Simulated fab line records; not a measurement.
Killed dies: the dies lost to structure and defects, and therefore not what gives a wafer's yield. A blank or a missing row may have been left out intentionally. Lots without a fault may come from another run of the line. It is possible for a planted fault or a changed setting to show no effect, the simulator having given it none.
fab line records	flow nand-harc
record lots=6	wafers=18	last-day=23
route steps=1159 shown A_CONTACT@933 A_BLC@964 END@1159
lots that met no fault: from a run of the same line without faults
start-h: hours from the record's first day to the start of the lot's first wafer shown	wait-h: time in hours since the lot's previous step	" identical to the entry in the row above	L1.1+2: a single row standing in for several wafers	- value missing, or start not given	* or withheld: withheld	< > ~ a bound
route shown NAME@n: a module of which the file shows steps, and the number in the route of the first	usual: mean/standard deviation of fault-free wafers	same: alike in all rows	chamber/n: place in a boat	sites: each site's reading	_std_site: how widely they spread, as a standard deviation	_edge_site: inner sites' mean taken away from outer sites' mean	radius-mm: how far each site lies from the wafer's centre	mask NAME#n: copy n	behind: the tool/chamber that last shaped the wafer	hold: reason for holding the lot/hours on hold/outcome of the hold	device: which transistor (n, p or np) failed to switch	end of line: tests of these same wafers at the route's end	step lacking rows: just its recipe	killed: not the wafer's yield, but the dies lost to structure and defects at the first sort	map: a wafer's dies, marking killed ones x, the rest . and places with no die _
set.NAME: the run value of the setting; set.NAME@STEP: its run value at that earlier step	model.NAME: the simulator's own value behind a step, which no gauge read
a table for each step, a row for each wafer; lots at some steps of the route
services: from which hour (start-h, from the record's first day; less than 0 if before it) a tool's chamber was out of use, for how many hours, and why
## steps
# step NHARC_A_CONTACT_PEB_06
# recipe peb-temp-c=100	peb-time-s=65
# step NHARC_A_CONTACT_DEVELOP_07
# recipe develop-time-s=35	dev-temp-c=23
# step NHARC_A_CONTACT_CD_MEAS_08
# recipe target-cd-nm=100	landing-energy-ev=500
# usual cd-nm=99.8/0.51
lot.wafer	tool	chamber	start-h	wait-h	cd-nm
L150.1	cd-sem-02	0	391.94	-	99.7
L150.4	"	0	"	"	100.3
L150.6	"	0	"	"	99.4
L155.3	cd-sem-02	0	413.93	-	99.3
L155.5	"	0	"	"	99.9
L155.6	"	0	"	"	99.5
L156.1	cd-sem-03	0	421.39	-	99.7
L156.2	"	0	"	"	99.6
L156.4	"	0	"	"	99.8
L158.2	cd-sem-03	0	439.81	-	100.4
L158.3	"	0	"	"	99.8
L158.4	"	0	"	"	100.3
L167.3	cd-sem-02	0	481.92	-	98.9
L167.5	"	0	"	"	99.2
L167.6	"	0	"	"	99.8
L165.2	cd-sem-02	0	490.69	-	99.4
L165.3	"	0	"	"	99.7
L165.6	"	0	"	"	99.3
# step NHARC_A_CONTACT_OVL_MEAS_09
# usual overlay-x-nm=-0.1/0.93	overlay-y-nm=-0.3/0.73
lot.wafer	tool	chamber	start-h	wait-h	overlay-x-nm	overlay-y-nm
L150.1	overlay-02	-	392.03	-	-0.7	0.9
L150.4	"	-	"	"	0.0	0.5
L150.6	"	-	"	"	-0.1	0.8
L155.3	overlay-02	-	414.02	-	0.4	-0.4
L155.5	"	-	"	"	0.7	-0.5
L155.6	"	-	"	"	1.0	0.1
L156.1	overlay-01	-	421.48	-	0.0	-0.3
L156.2	"	-	"	"	0.1	0.1
L156.4	"	-	"	"	0.1	0.4
L158.2	overlay-02	-	439.90	-	-0.2	-0.3
L158.3	"	-	"	"	-0.9	0.0
L158.4	"	-	"	"	-0.8	-0.3
L167.3	overlay-01	-	482.00	-	0.0	-0.8
L167.5	"	-	"	"	-0.1	0.3
L167.6	"	-	"	"	0.1	-0.1
L165.2	overlay-02	-	490.77	-	1.1	0.0
L165.3	"	-	"	"	0.9	0.5
L165.6	"	-	"	"	0.9	0.2
# step NHARC_A_CONTACT_INSPECT_10
# usual raw-defect-count=28/13
lot.wafer	tool	chamber	start-h	wait-h	raw-defect-count
L150.1	defect-inspect-01	-	392.06	0.0	34
L150.4	"	-	"	"	30
L150.6	"	-	"	"	38
L155.3	defect-inspect-01	-	414.05	0.0	35
L155.5	"	-	"	"	33
L155.6	"	-	"	"	32
L156.1	defect-inspect-01	-	421.52	0.0	30
L156.2	"	-	"	"	28
L156.4	"	-	"	"	24
L158.2	defect-inspect-02	-	439.93	0.0	31
L158.3	"	-	"	"	34
L158.4	"	-	"	"	26
L167.3	defect-inspect-01	-	482.04	0.0	30
L167.5	"	-	"	"	38
L167.6	"	-	"	"	32
L165.2	defect-inspect-01	-	490.81	0.0	41
L165.3	"	-	"	"	27
L165.6	"	-	"	"	41
# step NHARC_A_CONTACT_DESCUM_13
# recipe time-s=3	o2-flow-sccm=200	ar-flow-sccm=0	bias-power-w=0	chemistry=O2
# step NHARC_A_CONTACT_ETCH_88
# recipe target-depth-a=390	over-etch-frac=0.3	time-s=65	ion-energy-ev=80	cf4-flow-sccm=150	ar-flow-sccm=0	rf-w=300	bias-w=100	chemistry=CF4
# step NHARC_A_CONTACT_ETCH_89
# recipe target-depth-a=2600	over-etch-frac=0.3	time-s=475.3	ion-energy-ev=200	n2-flow-sccm=150	h2-flow-sccm=150	ar-flow-sccm=0	rf-w=400	bias-w=150	chemistry=N2/H2
# usual drypump-motor-current-A=5.6/0.54	h2-flow-sccm=150.0/0.46	oes-product-au=0.998/0.0094	rf-vpp-V=429.7/2.2	showerhead-plenum-p-Torr=2.01/0.071	throttle-valve-pct=14.170/0.0083
lot.wafer	tool	chamber	start-h	wait-h	drypump-motor-current-A	h2-flow-sccm	oes-product-au	rf-hours-counter-h	rf-vpp-V	showerhead-plenum-p-Torr	throttle-valve-pct
L150.4	rie-diel-11	0	-	-	6.1	149.4	0.984	4	428.6	1.99	14.173
L150.1	"	2	"	"	5.6	149.4	0.991	4	426.8	1.91	14.173
L150.6	"	3	"	"	5.3	149.2	0.996	-	426.4	1.95	14.162
L155.3	rie-diel-11	0	-	-	6.1	150.2	0.975	17	429.3	1.99	14.169
L155.5	"	0	"	"	6.1	149.7	0.982	-	428.6	1.99	14.158
L155.6	"	1	"	"	6.4	149.8	0.991	-	432.8	2.08	14.160
L156.2	rie-diel-11	3	-	-	5.4	150.4	0.996	20	428.9	1.94	14.173
L156.4	"	0	"	"	6.1	149.9	0.995	19	427.5	1.99	14.183
L156.1	"	1	"	"	6.4	149.2	1.010	19	430.4	2.08	14.164
L158.3	rie-diel-02	2	-	-	5.4	150.2	1.005	23	427.9	2.00	14.173
L158.2	"	3	"	"	5.7	151.1	0.999	23	428.7	1.96	14.176
L158.4	"	3	"	"	5.7	149.6	0.990	-	429.7	1.96	14.158
L167.3	rie-diel-02	1	-	-	5.4	149.5	1.010	24	430.3	2.00	14.165
L167.6	"	3	"	"	5.7	149.7	0.988	-	428.6	1.96	14.158
L167.5	"	0	"	"	4.7	149.3	0.997	-	432.2	2.09	14.161
L165.2	rie-diel-02	2	-	-	5.3	150.3	1.006	31	429.0	2.00	14.172
L165.3	"	3	"	"	5.7	149.6	1.008	31	428.5	1.96	14.162
L165.6	"	1	"	"	5.4	149.8	1.012	-	429.6	2.00	14.168
# step NHARC_A_CONTACT_ETCH_30
# recipe target-depth-a=605	time-s=30.2	cf4-flow-sccm=100	chf3-flow-sccm=30	ar-flow-sccm=0	rf-w=500	bias-w=200	chemistry=CF4/CHF3
# step NHARC_A_CONTACT_ETCH_31
# recipe target-depth-a=20000	over-etch-frac=0.3	time-s=520	ion-energy-ev=150	o2-flow-sccm=400	cos-flow-sccm=20	ar-flow-sccm=0	rf-w=500	bias-w=300	chemistry=O2/COS
# step NHARC_A_CONTACT_ETCH_134
# recipe source-w=withheld	pressure-mtorr=20	bias-v=withheld	time-s=140	target-depth-a=7000	ar-flow-sccm=withheld	c4f8-flow-sccm=withheld	o2-flow-sccm=withheld	chemistry=C4F8/O2/Ar
# step NHARC_A_CONTACT_ETCH_135
# recipe source-w=withheld	pressure-mtorr=20	bias-v=3000	time-s=132	target-depth-a=12870	ar-flow-sccm=withheld	c4f8-flow-sccm=withheld	o2-flow-sccm=withheld	chemistry=C4F8/O2/Ar
# step NHARC_A_CONTACT_ETCH_136
# recipe source-w=withheld	pressure-mtorr=20	bias-v=3000	time-s=132	target-depth-a=12870	ar-flow-sccm=withheld	c4f8-flow-sccm=withheld	o2-flow-sccm=withheld	chemistry=C4F8/O2/Ar
lot.wafer	tool	chamber	start-h	wait-h	rf-hours-counter-h
L150.1	har-cap-etch-02	1	394.02	0.1	12
L150.4	"	0	"	"	-
L150.6	"	0	"	"	-
L155.3	har-cap-etch-02	1	415.53	0.1	-
L155.6	"	1	"	"	-
L155.5	"	0	"	"	-
L156.2	har-cap-etch-02	1	422.90	0.1	17
L156.1	"	0	"	"	17
L156.4	"	0	"	"	-
L158.2	har-cap-etch-03	0	441.51	0.1	92
L158.4	"	1	"	"	-
L158.3	"	0	"	"	-
L167.3	har-cap-etch-02	0	483.61	0.1	-
L167.6	"	1	"	"	-
L167.5	"	0	"	"	-
L165.2	har-cap-etch-02	1	492.23	0.1	30
L165.3	"	1	"	"	-
L165.6	"	0	"	"	-
# step NHARC_A_CONTACT_ETCH_137
# recipe source-w=withheld	pressure-mtorr=20	bias-v=3000	time-s=132	target-depth-a=12870	ar-flow-sccm=withheld	c4f8-flow-sccm=withheld	o2-flow-sccm=withheld	chemistry=C4F8/O2/Ar
# step NHARC_A_CONTACT_ETCH_138
# recipe source-w=withheld	pressure-mtorr=20	bias-v=3000	time-s=132	target-depth-a=12890	ar-flow-sccm=withheld	c4f8-flow-sccm=withheld	o2-flow-sccm=withheld	chemistry=C4F8/O2/Ar
# step NHARC_A_CONTACT_ETCH_139
# recipe source-w=withheld	pressure-mtorr=20	bias-v=400	time-s=137	target-depth-a=5900	ar-flow-sccm=withheld	c4f8-flow-sccm=11.5	o2-flow-sccm=7.2	chemistry=C4F8/O2/Ar
lot.wafer	tool	chamber	start-h	wait-h	rf-hours-counter-h
L150.1	har-cap-etch-02	1	394.53	0.2	12
L150.4	"	0	"	"	-
L150.6	"	0	"	"	-
L155.3	har-cap-etch-02	1	415.94	0.1	-
L155.6	"	1	"	"	-
L155.5	"	0	"	"	-
L156.2	har-cap-etch-02	1	423.27	0.1	17
L156.1	"	0	"	"	17
L156.4	"	0	"	"	-
L158.2	har-cap-etch-03	0	441.90	0.1	93
L158.4	"	1	"	"	-
L158.3	"	0	"	"	-
L167.3	har-cap-etch-02	0	484.02	0.2	-
L167.6	"	1	"	"	-
L167.5	"	0	"	"	-
L165.2	har-cap-etch-02	1	492.61	0.1	30
L165.3	"	1	"	"	-
L165.6	"	0	"	"	-
# step NHARC_A_CONTACT_ETCH_92
# recipe target-depth-a=400	over-etch-frac=0.5	time-s=85.7	ion-energy-ev=120	ch3f-flow-sccm=50	o2-flow-sccm=30	ar-flow-sccm=200	rf-w=500	bias-w=100	chemistry=CH3F/O2
# step NHARC_A_CONTACT_ETCH_98
# recipe target-depth-a=200	over-etch-frac=0.5	time-s=10	ion-energy-ev=250	c4f6-flow-sccm=25	o2-flow-sccm=20	ar-flow-sccm=500	rf-w=600	bias-w=500	chemistry=C4F6/O2
# usual drypump-motor-current-A=5.5/0.5	oes-product-au=0.963/0.022	rf-vpp-V=546.0/2.3	showerhead-plenum-p-Torr=3.88/0.11	throttle-valve-pct=26.903/0.0094
lot.wafer	tool	chamber	start-h	wait-h	drypump-motor-current-A	oes-product-au	rf-hours-counter-h	rf-vpp-V	showerhead-plenum-p-Torr	throttle-valve-pct
L150.4	rie-diel-02	3	-	-	5.7	0.945	11	544.9	3.80	26.900
L150.1	"	0	"	"	4.7	0.948	12	548.8	4.02	26.900
L150.6	"	3	"	"	5.7	0.940	-	543.4	3.80	26.881
L155.3	rie-diel-02	1	-	-	5.3	0.945	18	545.9	3.86	26.910
L155.6	"	3	"	"	5.7	0.946	-	544.2	3.79	26.903
L155.5	"	0	"	"	4.7	0.942	-	549.4	4.02	26.894
L156.1	rie-diel-03	2	423.83	0.1	5.6	1.014	12	549.9	4.09	26.907
L156.2	"	3	"	"	6.7	1.000	12	544.9	3.85	26.903
L156.4	"	3	"	"	6.7	1.002	-	545.0	3.85	26.901
L158.3	rie-diel-02	2	442.43	0.1	5.4	0.955	24	544.6	3.86	26.905
L158.2	"	3	"	"	5.7	0.941	24	545.1	3.79	26.886
L158.4	"	3	"	"	5.7	0.946	-	544.5	3.79	26.905
L167.3	rie-diel-02	0	-	-	4.7	0.947	29	549.5	4.01	26.908
L167.5	"	1	"	"	5.3	0.971	-	546.2	3.86	26.885
L167.6	"	2	"	"	5.4	0.982	-	545.1	3.86	26.911
L165.3	rie-diel-02	2	-	-	5.4	0.970	31	544.6	3.86	26.908
L165.2	"	1	"	"	5.4	0.953	26	545.9	3.86	26.914
L165.6	"	2	"	"	5.4	0.973	-	546.7	3.86	26.899
# step NHARC_A_CONTACT_CD_MEAS_15
# usual cd-nm=90.2/0.6
lot.wafer	tool	chamber	start-h	wait-h	cd-nm
L150.1	cd-sem-03	-	395.18	-	89.9
L150.4	"	-	"	"	90.0
L150.6	"	-	"	"	89.5
L155.3	cd-sem-02	-	416.49	-	91.0
L155.5	"	-	"	"	90.6
L155.6	"	-	"	"	91.3
L156.1	cd-sem-01	-	423.92	-	89.0
L156.2	"	-	"	"	89.2
L156.4	"	-	"	"	89.8
L158.2	cd-sem-01	-	442.52	-	89.7
L158.3	"	-	"	"	90.0
L158.4	"	-	"	"	89.9
L167.3	cd-sem-01	-	484.54	-	89.7
L167.5	"	-	"	"	89.8
L167.6	"	-	"	"	89.7
L165.2	cd-sem-01	-	493.23	-	90.1
L165.3	"	-	"	"	90.5
L165.6	"	-	"	"	89.5
# step NHARC_A_CONTACT_STRIP_107
# recipe n2-flow-sccm=150	h2-flow-sccm=150	ar-flow-sccm=0	bias-w=0	chemistry=N2/H2
# step NHARC_A_CONTACT_STRIP_108
# recipe cf4-flow-sccm=100	chf3-flow-sccm=30	ar-flow-sccm=0	bias-w=0	chemistry=CF4/CHF3
# step NHARC_A_CONTACT_STRIP_109
# recipe o2-flow-sccm=400	cos-flow-sccm=20	ar-flow-sccm=0	bias-w=0	chemistry=O2/COS
# step NHARC_A_CONTACT_ETCH_110
# recipe target-depth-a=500	overetch-a=50	time-s=27.5	ion-energy-ev=100	cf4-flow-sccm=80	o2-flow-sccm=20	ar-flow-sccm=0	rf-w=300	bias-w=100	chemistry=CF4/O2
# usual drypump-motor-current-A=5.6/0.58	oes-product-au=1.000/0.0097	rf-vpp-V=197.6/1.2	showerhead-plenum-p-Torr=1.33/0.043	throttle-valve-pct=13.396/0.0088
lot.wafer	tool	chamber	start-h	wait-h	drypump-motor-current-A	oes-product-au	rf-hours-counter-h	rf-vpp-V	showerhead-plenum-p-Torr	throttle-valve-pct
L150.4	rie-diel-11	2	395.74	0.1	5.6	0.994	6	195.2	1.25	13.397
L150.1	"	3	"	"	5.4	0.993	6	197.2	1.28	13.405
L150.6	"	1	"	"	6.4	0.989	-	197.0	1.36	13.414
L155.3	rie-diel-11	0	416.80	0.1	6.1	0.980	18	197.1	1.30	13.385
L155.6	"	3	"	"	5.4	0.990	-	196.7	1.28	13.377
L155.5	"	0	"	"	6.1	0.987	-	197.2	1.30	13.384
L156.1	rie-diel-03	3	424.24	0.1	6.8	1.005	12	196.8	1.31	13.385
L156.2	"	2	"	"	5.7	1.014	12	199.2	1.40	13.390
L156.4	"	0	"	"	5.6	1.009	-	198.8	1.38	13.389
L158.3	rie-diel-02	2	442.85	0.1	5.4	1.002	24	198.9	1.31	13.395
L158.2	"	3	"	"	5.7	0.997	24	195.9	1.29	13.390
L158.4	"	0	"	"	4.7	0.987	-	198.3	1.37	13.398
L167.3	rie-diel-11	2	484.82	0.1	5.6	0.997	42	196.0	1.24	13.402
L167.5	"	2	"	"	5.7	1.000	-	195.8	1.24	13.399
L167.6	"	3	"	"	5.4	1.003	-	198.2	1.27	13.381
L165.3	rie-diel-02	3	493.60	0.1	5.7	1.005	31	196.6	1.28	13.383
L165.2	"	1	"	"	5.3	1.003	26	197.5	1.31	13.397
L165.6	"	3	"	"	5.7	0.991	-	196.9	1.28	13.391
# step NHARC_A_CONTACT_STRIP_26
# recipe o2-flow-sccm=500	ar-flow-sccm=0	bias-w=0	chemistry=O2
# step NHARC_A_CONTACT_STRIP_27
# recipe time-s=600	temp-c=30	chemistry=post-etch-residue-remover
# step NHARC_A_CONTACT_ALD_18
# recipe target-thk-a=30	pulse-time-s=1	ald-cycles=150	temp-c=450	material=TiN
# step NHARC_A_CONTACT_CVD_19
# recipe target-thk-a=3000	temp-c=300	pressure-torr=40	wf6-flow-sccm=40	h2-flow-sccm=1600	ar-flow-sccm=1560	time-s=802	material=W
# step NHARC_A_CONTACT_CMP_20
# recipe t-overpolish-s=30	target-thk-nm=300
# usual motor-current-A=11.2/1.2	overpolish-run-s=30.000/0.0089	time-to-endpoint-s=59/3.8
lot.wafer	tool	chamber	start-h	wait-h	motor-current-A	overpolish-run-s	time-to-endpoint-s
L150.1	cmp-03	1	400.89	1.4	10.3	30.001	57
L150.4	"	0	"	"	12.1	30.004	54
L150.6	"	2	"	"	9.0	29.986	59
L155.3	cmp-04	0	418.65	0.5	11.8	29.989	59
L155.6	"	0	"	"	11.1	29.982	58
L155.5	"	1	"	"	10.2	29.999	64
L156.4	cmp-04	3	427.31	0.5	12.8	29.998	65
L156.2	"	0	"	"	11.4	29.997	59
L156.1	"	1	"	"	10.2	29.990	67
L158.3	cmp-04	0	444.64	0.4	11.5	30.008	58
L158.2	"	2	"	"	11.4	29.991	55
L158.4	"	3	"	"	13.5	29.994	62
L167.3	cmp-04	1	491.65	0.4	10.1	29.979	61
L167.6	"	1	"	"	9.7	30.007	58
L167.5	"	2	"	"	10.8	29.994	54
L165.3	cmp-03	3	498.64	0.5	12.0	30.004	58
L165.2	"	2	"	"	9.7	30.006	56
L165.6	"	0	"	"	12.0	30.003	54
# step NHARC_A_CONTACT_SRD_22
# step NHARC_A_BLC_DEHYDRATE_00
# recipe temp-c=150	time-s=120
# step NHARC_A_BLC_HMDS_01
# recipe time-s=30
# step NHARC_A_BLC_COAT_02
# recipe temp-c=260	time-s=75
# step NHARC_A_BLC_COAT_03
# recipe temp-c=225	time-s=65
# step NHARC_A_BLC_COAT_04
# recipe spin-rpm=1500	resist-thk-nm=90
# step NHARC_A_BLC_SOFTBAKE_05
# recipe temp-c=105	time-s=55
# step NHARC_A_BLC_EBR_06
# step NHARC_A_BLC_EXPOSE_07
# recipe na=1.35	target-cd-nm=100	dose-mj=67.97	mask-id=A_BLC
# step NHARC_A_BLC_PEB_08
# recipe peb-temp-c=100	peb-time-s=65
# step NHARC_A_BLC_DEVELOP_09
# recipe develop-time-s=35	dev-temp-c=23
# step NHARC_A_BLC_CD_MEAS_10
# recipe target-cd-nm=100	landing-energy-ev=500
# usual cd-nm=100.0/0.64
lot.wafer	tool	chamber	start-h	wait-h	cd-nm
L150.1	cd-sem-02	0	401.81	-	99.7
L150.4	"	0	"	"	100.1
L150.6	"	0	"	"	100.7
L155.3	cd-sem-03	0	419.57	-	100.6
L155.5	"	0	"	"	100.9
L155.6	"	0	"	"	100.1
L156.1	cd-sem-01	0	432.14	-	99.4
L156.2	"	0	"	"	99.9
L156.4	"	0	"	"	99.7
L158.2	cd-sem-01	0	445.55	-	99.6
L158.3	"	0	"	"	99.7
L158.4	"	0	"	"	99.0
L167.3	cd-sem-01	0	492.43	-	100.1
L167.5	"	0	"	"	100.5
L167.6	"	0	"	"	99.0
L165.2	cd-sem-02	0	499.56	-	99.8
L165.3	"	0	"	"	101.0
L165.6	"	0	"	"	100.7
# step NHARC_END_SORT_01
# recipe temp-c=25
# usual killed-at-array=26/10	killed-at-other=0.5/0.87	killed-at-periphery=3.0/2.5	killed-dies=29/11	killed-open=3.3/1.9	killed-short=1.8/1.5
# same gross-dies=677
lot.wafer	tool	chamber	start-h	wait-h	killed-at-array	killed-at-other	killed-at-periphery	killed-dies	killed-open	killed-short
L167.6	prober-02	0	545.94	4.0	90	0	0	90	2	1
L165.2	prober-01	0	550.91	2.8	88	0	0	88	1	0
L165.3	prober-01	0	551.71	3.1	80	0	3	83	2	1
# killed by level:class
L167.6 A_CONTACT:unspecified=62 A_SLIT:chamber-film-flake=18 A_CHANNEL_HOLE_D1:chamber-film-flake=5 A_CONTACT:chamber-film-flake=2 A_CHANNEL_HOLE_D1:geometric-particle:open=1 A_CHANNEL_FILL_D1:geometric-particle:open=1 A_CONTACT:geometric-particle:short=1
L165.2 A_CONTACT:unspecified=64 A_CHANNEL_HOLE_D1:chamber-film-flake=19 A_STAIRCASE:chamber-film-flake=3 A_M0:geometric-particle:open=1 A_WL_FILL:chamber-film-flake=1
L165.3 A_CONTACT:unspecified=66 A_CHANNEL_HOLE_D1:chamber-film-flake=8 P_GATE:chamber-film-flake=2 A_STAIRCASE:chamber-film-flake=2 P_GATE:geometric-particle:open=1 A_WL_FILL:geometric-particle:short=1 A_WL_FILL:geometric-particle:open=1 A_SLIT:chamber-film-flake=1
# map L165.2 (x killed, . not)
____________.____________
_________......._________
_______..........._______
______.............______
_____..............._____
____.................____
____.................____
___.....x.............___
___...................___
__.....................__
__.....................__
_......................._
_........x.............._
_......................._
_......................._
_......................._
.........................
...............x.........
.........................
.........................
.........................
_......................._
_......................._
_................x.....x_
_......................._
_......................._
__.............x....x..__
__......x.xxxxxxxx.....__
___....x..xxxxxxxxxx..___
___......xxx.xxxxxx.x.___
____......xxxxxxxxxxx____
____......x.xxxxxxxxx____
_____....xx.xxxxxxxx_____
______.....xxxxxxxx______
_______....xxxxxxx_______
_________..xxxxx_________
____________.____________
# map L167.6 (x killed, . not)
____________.____________
_________......._________
_______......x...._______
______.............______
_____..............._____
____.........x.......____
____.................____
___...................___
___...................___
__.....................__
__..xx.................__
_...x..................._
_.x....x................_
_..xxxx................._
_..xxx.................._
_...xx.................._
.....x...................
..x.x....................
.........................
......x..................
.........................
_......................._
_......................._
_..x...................._
_......................._
_......................._
__...........x..x......__
__..x.x......x.xxxx....__
___x..........xxxxxx..___
___x.x........xxxxx...___
____.......x.xxxxxxxx____
____....x..xxxxxxxxx.____
_____......xxxxxxxxx_____
______...x..xxxxxxx______
_______......xxxxx_______
_________...xxxx_________
____________x____________
## services
tool	chamber	start-h	hours	kind
cmp-03	-	372.80	4.0	pm
cmp-04	-	384.99	0.7	repair
rie-diel-02	0	387.20	-	clean
rie-diel-02	1	387.20	-	clean
rie-diel-02	2	387.20	-	clean
rie-diel-02	3	387.20	-	clean
rie-diel-03	-	392.47	9.0	pm
cmp-04	-	399.00	4.0	pm
rie-diel-02	-	406.24	0.3	repair
har-cap-etch-03	-	407.80	0.5	repair
rie-diel-02	0	411.70	-	clean
rie-diel-02	1	411.70	-	clean
rie-diel-02	2	411.70	-	clean
rie-diel-02	3	411.70	-	clean
rie-diel-02	1	428.88	15.5	repair
rie-diel-02	0	436.20	-	clean
rie-diel-02	2	436.20	-	clean
rie-diel-02	3	436.20	-	clean
cmp-04	-	452.92	13.5	repair
cmp-04	-	466.56	0.3	repair
cmp-03	-	470.80	4.0	pm
rie-diel-11	2	473.71	9.0	repair
cmp-04	-	474.20	1.1	repair
cmp-04	-	497.07	4.0	pm
## key
first-sign step=NHARC_END_SORT_01	reading=killed-at-array	direction=up	sigmas=6	usual=26	struck=86
effect step=NHARC_END_SORT_01	reading=killed-dies	direction=up	sigmas=5.4	usual=29	struck=87
more-kills-born-at NHARC_A_CONTACT_ETCH_136@har-cap-etch-02=192
met-at NHARC_A_CONTACT_ETCH_136
struck-wafers L165.2,L165.3,L167.6
tester-left-out L165,L167
onset-between 422.90 483.61
fault kind=chamber-particle-source	tool=har-cap-etch-02	chamber=1	onset-h=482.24	steps=NHARC_A_CONTACT_ETCH_136	rate-per-visit-cm2=2.041	end-h=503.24
# tester-left-out: of these lots the tester's yield and bins aren't shown, on N5 and GAA mostly nor the transistor test; their killed dies are dies lost to structure and defects alone, not to doping, threshold or leakage, so they don't give the yield
